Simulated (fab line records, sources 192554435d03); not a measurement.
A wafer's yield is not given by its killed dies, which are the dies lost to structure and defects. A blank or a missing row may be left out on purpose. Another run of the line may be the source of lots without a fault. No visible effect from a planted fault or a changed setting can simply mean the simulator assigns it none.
Problem report, 8D (eight disciplines) form, completed by code ; flow n5Finfet ; the parts of the form that need people (team, actions taken, sign-off) are left out

## 1. PROBLEM STATEMENT
Wafers without a fault read 66.08 s, standard deviation 0.21; runLengthS at N5_SD_EPI_N_COAT_32 reads a mean of 48.59 s on 2 wafers belonging to 2 lots. That is -83 standard deviations from the usual mean.
The step: time 60 s, resist thk 350 nm.
Seen first at day 7 07:23 on lithoTrack-03, wafer L584.2. The record has a number at this step for 25 wafers belonging to 9 lots. By rule, "out" or "out of limits" means more than 4 standard deviations away from the usual mean. The other wafers with a number count as sound.

## 2. WHAT IT IS, WHAT IT ISN'T
question;is;is not
which readings at this step;runLengthS, heaterPowerTotalW;dispensePressureKPa, exhaustPa
which lots;L584, L588;L567, L569, L570, L572, L573, L577, L580
which wafers of those lots;L584.2, L588.4;L584.3, L588.3
read on which tools;lithoTrack-03;lithoTrack-01, lithoTrack-05
when;from day 7 07:23;"up to then (22 sound wafers); but 1 sound wafer of L588 came after"

## 3. THE SUSPECTS, EACH WITH WHAT RULES IT OUT
Counting: a tool at a process step up to the reading stays a suspect if it ran every lot that is out. Sound lots after the first of them don't rule it out here, since some wafers of a struck lot are sound.
- rieDiel-01 at N5_DUMMY_GATE_ETCH_36 (etches SiARC in CF4, target depth 13 nm): kept. It processed each lot that is out (first: L584, day 7 05:43); up to then, its last sound lot is L580 (day 6 04:49).
- lithoTrack-03 at N5_SD_EPI_N_COAT_32 (time 60 s, resist thk 350 nm): kept. It processed each lot that is out (first: L584, day 7 07:23); up to then, its last sound lot is L580 (day 6 07:04). Its own heaterPowerTotalW, runLengthS readings are out on those wafers.
After counting, rieDiel-01 at N5_DUMMY_GATE_ETCH_36 and lithoTrack-03 at N5_SD_EPI_N_COAT_32 remain.

## 4. THE CAUSE (what the simulator had put in)
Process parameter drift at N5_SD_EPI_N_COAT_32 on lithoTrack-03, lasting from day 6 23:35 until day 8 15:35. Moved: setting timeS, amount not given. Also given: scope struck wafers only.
This tool is one of the 2 suspects left after counting.

## 5. THE EFFECT CHAIN, in route order
Each row: a reading whose mean over the struck wafers that have a number lies more than 3 standard deviations from the usual. Readings are gone through only where the record gives a usual standard deviation; hours: the median, over the lots, of the time from a lot's start at the first step in this table giving one to that lot's start at this step; sigmas: the change measured in usual standard deviations.
hours;step;reading;usual;on struck wafers;change;sigmas
0;N5_SD_EPI_N_COAT_32;heaterPowerTotalW;500.2 W;613.0;+112.8;+63
0;N5_SD_EPI_N_COAT_32;runLengthS;66.08 s;48.59;-17.49;-83
Here are the process steps it includes:
- N5_SD_EPI_N_COAT_32: time 60 s, resist thk 350 nm.
At these later measuring or inspecting steps, every struck wafer for which the step has a row has a number for every such reading, and none has moved that far: N5_SD_EPI_N_INSPECT_11, N5_BEOL_M4_RC_MEAS_101.

## 6. HOW IT WOULD HAVE BEEN CAUGHT EARLIER
8 hours passed between the start of the fault at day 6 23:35 and the first reading out of limits in this record, taken at day 7 07:23.
